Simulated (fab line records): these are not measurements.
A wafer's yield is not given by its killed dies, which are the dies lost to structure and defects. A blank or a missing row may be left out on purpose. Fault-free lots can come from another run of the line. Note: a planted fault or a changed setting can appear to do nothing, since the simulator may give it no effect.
Split-lot trial :: flow n5-finfet :: 7 lots, 21 wafers read, on a route of 1938 steps

== THE SPLIT ITSELF ==
At N5_SD_EPI_N_COAT_03 (resist thk 150 nm), the setting spin-rpm was moved away from the recipe's 1500 rpm on 11 of the 21 wafers read, by -9.7% to +11.3%. For the rest of the wafers, this setting stayed at what the recipe calls for.

== BETWEEN THE SPLIT AND THE READING: the file shows 1 step in between ==
- N5_SD_EPI_N_DESCUM_14: chemistry O2, time 7.9 s (also split here: time-s)

== THE READING ==
CAR-ArF-block_of_SD_EPI_N_COAT_03.thk-nm (the simulator's own value, which no gauge read), in nm, at N5_SD_EPI_N_ETCH_34 (etches SiARC in CF4, target depth 45.5 nm, time 75.8 s). The file gives no usual value for it. The 10 wafers here that ran the recipe average 110.9 nm, standard deviation 0.37 nm.

wafer: L076.2
tool, chamber at the split: litho-track-02, 0
spin-rpm as run, rpm: 1669
against the recipe: +11.3%
CAR-ArF-block_of_SD_EPI_N_COAT_03.thk-nm, nm: 103.8
against lot-mates on the recipe: -6.8

wafer: L076.3
tool, chamber at the split: litho-track-02, 0
spin-rpm as run, rpm: 1669
against the recipe: +11.3%
CAR-ArF-block_of_SD_EPI_N_COAT_03.thk-nm, nm: 102.8
against lot-mates on the recipe: -7.8

wafer: L076.4
tool, chamber at the split: litho-track-02, 0
spin-rpm as run, rpm: 1500
against the recipe: recipe
CAR-ArF-block_of_SD_EPI_N_COAT_03.thk-nm, nm: 110.6
against lot-mates on the recipe: -

wafer: L078.1
tool, chamber at the split: litho-track-02, 0
spin-rpm as run, rpm: 1500
against the recipe: recipe
CAR-ArF-block_of_SD_EPI_N_COAT_03.thk-nm, nm: 110.6
against lot-mates on the recipe: -

wafer: L078.5
tool, chamber at the split: litho-track-02, 0
spin-rpm as run, rpm: 1500
against the recipe: recipe
CAR-ArF-block_of_SD_EPI_N_COAT_03.thk-nm, nm: 110.6
against lot-mates on the recipe: -

wafer: L078.2
tool, chamber at the split: litho-track-02, 0
spin-rpm as run, rpm: 1500
against the recipe: recipe
CAR-ArF-block_of_SD_EPI_N_COAT_03.thk-nm, nm: 110.8
against lot-mates on the recipe: -

wafer: L079.1
tool, chamber at the split: litho-track-05, 0
spin-rpm as run, rpm: 1413
against the recipe: -5.8%
CAR-ArF-block_of_SD_EPI_N_COAT_03.thk-nm, nm: 115.4
against lot-mates on the recipe: +4.6

wafer: L079.3
tool, chamber at the split: litho-track-05, 0
spin-rpm as run, rpm: 1413
against the recipe: -5.8%
CAR-ArF-block_of_SD_EPI_N_COAT_03.thk-nm, nm: 116.2
against lot-mates on the recipe: +5.4

wafer: L079.5
tool, chamber at the split: litho-track-05, 0
spin-rpm as run, rpm: 1500
against the recipe: recipe
CAR-ArF-block_of_SD_EPI_N_COAT_03.thk-nm, nm: 110.8
against lot-mates on the recipe: -

wafer: L080.3
tool, chamber at the split: litho-track-02, 0
spin-rpm as run, rpm: 1395
against the recipe: -7.0%
CAR-ArF-block_of_SD_EPI_N_COAT_03.thk-nm, nm: 116.2
against lot-mates on the recipe: +4.4

wafer: L080.5
tool, chamber at the split: litho-track-02, 0
spin-rpm as run, rpm: 1395
against the recipe: -7.0%
CAR-ArF-block_of_SD_EPI_N_COAT_03.thk-nm, nm: 116.6
against lot-mates on the recipe: +4.8

wafer: L080.6
tool, chamber at the split: litho-track-02, 0
spin-rpm as run, rpm: 1500
against the recipe: recipe
CAR-ArF-block_of_SD_EPI_N_COAT_03.thk-nm, nm: 111.8
against lot-mates on the recipe: -

wafer: L085.2
tool, chamber at the split: litho-track-04, 0
spin-rpm as run, rpm: 1500
against the recipe: recipe
CAR-ArF-block_of_SD_EPI_N_COAT_03.thk-nm, nm: 111
against lot-mates on the recipe: -

wafer: L085.4
tool, chamber at the split: litho-track-04, 0
spin-rpm as run, rpm: 1608
against the recipe: +7.2%
CAR-ArF-block_of_SD_EPI_N_COAT_03.thk-nm, nm: 106.4
against lot-mates on the recipe: -4.6

wafer: L085.5
tool, chamber at the split: litho-track-04, 0
spin-rpm as run, rpm: 1608
against the recipe: +7.2%
CAR-ArF-block_of_SD_EPI_N_COAT_03.thk-nm, nm: 106.8
against lot-mates on the recipe: -4.2

wafer: L087.1
tool, chamber at the split: litho-track-05, 0
spin-rpm as run, rpm: 1665
against the recipe: +11.0%
CAR-ArF-block_of_SD_EPI_N_COAT_03.thk-nm, nm: 103.4
against lot-mates on the recipe: -7.4

wafer: L087.2
tool, chamber at the split: litho-track-05, 0
spin-rpm as run, rpm: 1500
against the recipe: recipe
CAR-ArF-block_of_SD_EPI_N_COAT_03.thk-nm, nm: 110.8
against lot-mates on the recipe: -

wafer: L087.6
tool, chamber at the split: litho-track-05, 0
spin-rpm as run, rpm: 1665
against the recipe: +11.0%
CAR-ArF-block_of_SD_EPI_N_COAT_03.thk-nm, nm: 102.8
against lot-mates on the recipe: -8.0

wafer: L091.1
tool, chamber at the split: litho-track-05, 0
spin-rpm as run, rpm: 1500
against the recipe: recipe
CAR-ArF-block_of_SD_EPI_N_COAT_03.thk-nm, nm: 111.4
against lot-mates on the recipe: -

wafer: L091.2
tool, chamber at the split: litho-track-05, 0
spin-rpm as run, rpm: 1500
against the recipe: recipe
CAR-ArF-block_of_SD_EPI_N_COAT_03.thk-nm, nm: 110.8
against lot-mates on the recipe: -

wafer: L091.4
tool, chamber at the split: litho-track-05, 0
spin-rpm as run, rpm: 1354
against the recipe: -9.7%
CAR-ArF-block_of_SD_EPI_N_COAT_03.thk-nm, nm: 119.6
against lot-mates on the recipe: +8.5

THE FIT
A straight line over all 21 wafers: CAR-ArF-block_of_SD_EPI_N_COAT_03.thk-nm changes by -0.735 nm for each +1% of spin-rpm; r = -0.99; the points scatter about the line by 0.57 nm.
The same after taking each lot's own level away (the mean of its wafers on the recipe; 21 wafers): -0.708 nm for each +1%; r = -0.99; scatter 0.57 nm.
On that fit, the largest move of spin-rpm shifts the reading by 8 nm.
From 110.60 to 111.80 nm: that is the span of the lots' own levels, equal to 3.2 times the standard deviation above.
So the lot-to-lot level changes the slope little: the two slopes agree.
Check: for one of the wafers moved furthest among these (+11.3%), held out of the fit, the line's prediction against its lot-mates is -7.9 nm. Against them it came out at -6.8 nm.

== THE OTHER SPLITS THESE WAFERS WENT THROUGH ==
These wafers also went through other splits before the reading. Each is held against what the fit with the lots' levels taken away leaves over:
other split on the same wafers: N5_PMOS_HMC_CHANNEL_EPI_PEB_07 peb-time-s
wafers away from the commonest value: 3
r with CAR-ArF-block_of_SD_EPI_N_COAT_03.thk-nm (lot level and that fit taken away): +0.48

other split on the same wafers: N5_PMOS_HMC_CHANNEL_EPI_DEVELOP_08 develop-time-s
wafers away from the commonest value: 8
r with CAR-ArF-block_of_SD_EPI_N_COAT_03.thk-nm (lot level and that fit taken away): +0.10

other split on the same wafers: N5_DUMMY_GATE_COAT_28 spin-rpm
wafers away from the commonest value: 9
r with CAR-ArF-block_of_SD_EPI_N_COAT_03.thk-nm (lot level and that fit taken away): +0.05

other split on the same wafers: N5_SD_EPI_N_DESCUM_14 time-s
wafers away from the commonest value: 6
r with CAR-ArF-block_of_SD_EPI_N_COAT_03.thk-nm (lot level and that fit taken away): -0.57

== THE WHOLE CHAIN: every reading that the file lists as answering this split, in the file's order ==
step: N5_SD_EPI_N_COAT_03
what it does: resist thk 150 nm
reading: CAR-ArF-block_of_SD_EPI_N_COAT_03.thk-nm (the simulator's own value, which no gauge read)
change (the file's fit): -0.737 nm for each +1% of the setting
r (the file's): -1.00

step: N5_SD_EPI_N_DESCUM_14
what it does: chemistry O2, time 7.9 s
reading: CAR-ArF-block_of_SD_EPI_N_COAT_03.thk-nm (the simulator's own value, which no gauge read)
change (the file's fit): -0.715 nm for each +1% of the setting
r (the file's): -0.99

step: N5_SD_EPI_N_ETCH_34
what it does: etches SiARC in CF4, target depth 45.5 nm, time 75.8 s
reading: CAR-ArF-block_of_SD_EPI_N_COAT_03.thk-nm (the simulator's own value, which no gauge read)
change (the file's fit): -0.718 nm for each +1% of the setting
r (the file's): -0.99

== THE FILE'S OWN FIT ==
CAR-ArF-block_of_SD_EPI_N_COAT_03.thk-nm changes by -0.718 nm for each +1% of spin-rpm, r = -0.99.
